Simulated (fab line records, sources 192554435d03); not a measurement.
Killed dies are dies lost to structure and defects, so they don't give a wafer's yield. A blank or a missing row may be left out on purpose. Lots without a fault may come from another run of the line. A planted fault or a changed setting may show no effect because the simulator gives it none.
Chamber matching | flow n5_finfet | N5_BEOL_M8_ETCH_65 on rie_diel-01: 4 sister chambers
The step etches SiARC in CF4, target depth 15.6 nm, time 26 s. 14 wafers are shown with their chamber, then 7 later ones without.

WAFERS WITH THEIR CHAMBER
wafer  | chamber | showerhead_plenum_p_Torr (Torr) | throttle_valve_pct (%) | oes_product_au (a.u.)
L077.1 | 2       | 2.26                            | 15.50                  | 0.72
L077.3 | 0       | 2.12                            | 15.74                  | 0.60
L077.5 | 0       | 2.12                            | 15.73                  | 0.60
L083.1 | 1       | 2.10                            | 15.43                  | 0.78
L083.5 | 3       | 2.25                            | 15.36                  | 0.70
L083.6 | 2       | 2.26                            | 15.51                  | 0.71
L085.1 | 2       | 2.26                            | 15.49                  | 0.71
L085.2 | 3       | 2.24                            | 15.37                  | 0.69
L085.6 | 3       | 2.25                            | 15.38                  | 0.70
L089.1 | 0       | 2.11                            | 15.76                  | 0.58
L089.3 | 2       | 2.26                            | 15.52                  | 0.70
L089.4 | 3       | 2.24                            | 15.39                  | 0.69
L092.2 | 3       | 2.24                            | 15.40                  | 0.69
L092.5 | 1       | 2.10                            | 15.45                  | 0.76

SIGNATURES (means of the wafers above)
reading                  | chamber 0 | chamber 1 | chamber 2 | chamber 3 | scatter within a chamber
showerhead_plenum_p_Torr | 2.1167    | 2.1000    | 2.2600    | 2.2440    | 0.00432
throttle_valve_pct       | 15.7433   | 15.4400   | 15.5050   | 15.3800   | 0.0147
oes_product_au           | 0.5933    | 0.7700    | 0.7100    | 0.6940    | 0.00887
Rule: a wafer's distance from a chamber is the root of the sum, over the readings, of the square of ((its reading less the chamber's mean) divided by the reading's scatter). The wafer belongs to the nearest chamber; if the next one is less than 2 further off, it can't be placed. The scatter: the root of (the sum of the squares of (reading less its chamber's mean) over the shown wafers, divided by (wafers less chambers)).

WAFERS WITHOUT THEIR CHAMBER
wafer  | showerhead_plenum_p_Torr (Torr) | throttle_valve_pct (%) | oes_product_au (a.u.)
L092.6 | 2.26                            | 15.52                  | 0.70
L091.3 | 2.25                            | 15.52                  | 0.70
L091.5 | 2.10                            | 15.47                  | 0.75
L091.6 | 2.11                            | 15.78                  | 0.59
L096.1 | 2.11                            | 15.78                  | 0.57
L096.3 | 2.24                            | 15.43                  | 0.67
L096.5 | 2.11                            | 15.80                  | 0.57

WHICH CHAMBER EACH WENT THROUGH
wafer  | from the rows above | in truth
L092.6 | 2                   | 2
L091.3 | 2                   | 2
L091.5 | 1                   | 1
L091.6 | 0                   | 0
L096.1 | 0                   | 0
L096.3 | 3                   | 3
L096.5 | 0                   | 0
Placed correctly: 7 of 7. Can't be placed from these rows: 0. Placed wrongly: 0.
